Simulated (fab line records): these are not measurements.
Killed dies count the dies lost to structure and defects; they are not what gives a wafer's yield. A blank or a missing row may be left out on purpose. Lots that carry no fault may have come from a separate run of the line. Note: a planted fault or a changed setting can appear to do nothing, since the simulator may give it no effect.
A sampling plan put to the test	flow nand_harc	one fab line, 17 faults that these records tell of, each judged on the records of the lots that it struck; 1 more is left out, because the records don't allow judging it
The plan consists of the line's own looks: route steps at which the wafer is read by a gauge or an inspection but not changed. Where struck wafers have a number at a look and the file lists that look's usual mean and standard deviation on fault-free wafers, the look can be judged. Caught: at a look after the fault's first step, the mean of the struck wafers lies 4 or more of those standard deviations (sigma) from the usual mean. On the tool: the test repeated on the tool's own readings taken at the fault's steps. It also counts as caught if the struck wafers ran another recipe or if their record alone is blank.

THE FAULTS, as the simulator had put them in
1. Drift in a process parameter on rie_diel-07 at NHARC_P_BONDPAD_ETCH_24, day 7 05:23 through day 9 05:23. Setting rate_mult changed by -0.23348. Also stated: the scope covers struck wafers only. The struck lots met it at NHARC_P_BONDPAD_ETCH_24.
2. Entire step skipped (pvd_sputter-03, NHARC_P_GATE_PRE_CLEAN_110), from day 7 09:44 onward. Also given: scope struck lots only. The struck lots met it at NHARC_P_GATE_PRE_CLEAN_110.
3. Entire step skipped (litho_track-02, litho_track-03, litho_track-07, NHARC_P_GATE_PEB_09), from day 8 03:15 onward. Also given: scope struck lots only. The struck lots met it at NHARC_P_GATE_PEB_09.
4. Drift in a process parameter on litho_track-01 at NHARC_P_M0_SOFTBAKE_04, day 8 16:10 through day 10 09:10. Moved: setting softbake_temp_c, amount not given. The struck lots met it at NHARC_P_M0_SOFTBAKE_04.
5. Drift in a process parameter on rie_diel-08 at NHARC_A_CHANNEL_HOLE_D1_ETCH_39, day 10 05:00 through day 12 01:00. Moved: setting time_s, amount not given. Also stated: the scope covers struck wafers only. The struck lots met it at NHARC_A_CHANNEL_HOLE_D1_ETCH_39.
6. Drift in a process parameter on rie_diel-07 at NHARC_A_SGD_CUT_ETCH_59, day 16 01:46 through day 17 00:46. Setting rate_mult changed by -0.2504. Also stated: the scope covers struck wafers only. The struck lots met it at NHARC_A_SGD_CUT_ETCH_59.
7. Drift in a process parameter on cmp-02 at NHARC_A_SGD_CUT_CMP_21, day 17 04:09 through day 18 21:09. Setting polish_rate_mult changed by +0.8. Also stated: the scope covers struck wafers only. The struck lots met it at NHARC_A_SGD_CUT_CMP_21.
8. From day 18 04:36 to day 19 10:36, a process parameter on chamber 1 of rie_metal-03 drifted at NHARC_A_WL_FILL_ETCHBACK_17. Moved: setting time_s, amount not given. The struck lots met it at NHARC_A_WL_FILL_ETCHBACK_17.
9. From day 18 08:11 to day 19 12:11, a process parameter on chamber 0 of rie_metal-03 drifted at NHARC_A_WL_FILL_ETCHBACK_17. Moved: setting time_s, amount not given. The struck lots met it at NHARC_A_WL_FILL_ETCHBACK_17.
10. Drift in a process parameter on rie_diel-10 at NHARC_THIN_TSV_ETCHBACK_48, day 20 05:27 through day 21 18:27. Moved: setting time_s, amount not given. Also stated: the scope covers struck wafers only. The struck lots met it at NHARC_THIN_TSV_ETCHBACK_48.
11. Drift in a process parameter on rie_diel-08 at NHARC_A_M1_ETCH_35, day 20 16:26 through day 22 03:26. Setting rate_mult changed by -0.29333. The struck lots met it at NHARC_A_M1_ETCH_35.
12. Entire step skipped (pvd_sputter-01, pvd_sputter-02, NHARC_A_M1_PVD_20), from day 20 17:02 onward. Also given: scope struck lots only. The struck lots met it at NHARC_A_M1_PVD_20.
13. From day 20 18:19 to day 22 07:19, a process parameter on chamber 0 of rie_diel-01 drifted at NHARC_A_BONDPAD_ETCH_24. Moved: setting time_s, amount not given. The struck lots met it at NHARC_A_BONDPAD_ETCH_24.
14. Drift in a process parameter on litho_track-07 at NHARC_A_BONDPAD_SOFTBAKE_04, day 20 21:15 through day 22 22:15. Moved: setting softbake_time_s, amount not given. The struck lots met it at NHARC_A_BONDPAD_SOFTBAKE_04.
15. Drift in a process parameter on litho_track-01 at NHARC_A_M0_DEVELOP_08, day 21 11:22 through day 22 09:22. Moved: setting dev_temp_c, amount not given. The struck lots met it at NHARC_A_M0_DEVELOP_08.
16. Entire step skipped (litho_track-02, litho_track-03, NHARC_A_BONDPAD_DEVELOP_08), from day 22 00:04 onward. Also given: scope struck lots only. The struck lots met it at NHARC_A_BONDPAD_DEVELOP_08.
17. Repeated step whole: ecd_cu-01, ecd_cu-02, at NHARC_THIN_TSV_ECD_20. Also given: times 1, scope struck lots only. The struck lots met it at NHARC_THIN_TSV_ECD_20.

WHAT THE PLAN SAW
fault	on the tool itself	first look that catches it	reading, sigma	median hours from its first step to that look	hours from the fault's start to the first struck lot there	judged looks passed uncaught
1	oes_product_au -14 sigma	no look after it can be judged	-	-	-	0
2	the tool's record is blank for the struck wafers	not the one look that can be judged after it	-	-	-	1
3	the tool's record is blank for the struck wafers	no look after it can be judged	-	-	-	0
4	heater_power_total_W -47 sigma	no look after it can be judged	-	-	-	0
5	run_length_s -99 or beyond sigma	not the one look that can be judged after it	-	-	-	1
6	oes_product_au -14 sigma	NHARC_END_SORT_01	killed_dies +70	135.7	132	0
7	time_to_endpoint_s -8.4 sigma	not the one look that can be judged after it	-	-	-	1
8	run_length_s -16 sigma	not the one look that can be judged after it	-	-	-	1
9	run_length_s -20 sigma	no look after it can be judged	-	-	-	0
10	run_length_s -99 or beyond sigma	no look after it can be judged	-	-	-	0
11	oes_product_au -21 sigma	not the one look that can be judged after it	-	-	-	1
12	the tool's record is blank for the struck wafers	no look after it can be judged	-	-	-	0
13	run_length_s -61 sigma	no look after it can be judged	-	-	-	0
14	heater_power_total_W +99 or beyond sigma	not the one look that can be judged after it	-	-	-	1
15	developer_temp_C -9.0 sigma	not the one look that can be judged after it	-	-	-	1
16	the tool's record is blank for the struck wafers	no look after it can be judged	-	-	-	0
17	no reading that can be judged	no look after it can be judged	-	-	-	0
A dash: the fault isn't caught, or these records don't give the number.

Caught at a look: 1 of 17. Caught on the tool: 16 of 17. By one or the other: 16 of 17.
Caught on the tool alone: faults 1, 2, 3, 4, 5, 7, 8, 9, 10, 11, 12, 13, 14, 15, 16.
Caught by neither: fault 17.

THINNER SAMPLING
If the look that catches a fault measured only every second or every third lot, by lot number, the first struck lot would be measured this late in the worst case:
fault	struck lots at that look, in order of time	every lot	every second lot	every third lot
6	L533, L531	132 h	may miss all 2	may miss all 2
Hours count from the start of the fault until the first struck lot that is measured. Since the struck wafers were tested as one group against 4 sigma, a single lot by itself may lie under the limit. Other struck lots may not be in these records.

THE LONGEST TIMED WAY FROM STEP TO LOOK
For fault 6, NHARC_A_SGD_CUT_ETCH_59 and NHARC_END_SORT_01 are separated by a median of 135.7 hours. No look between them can be judged.
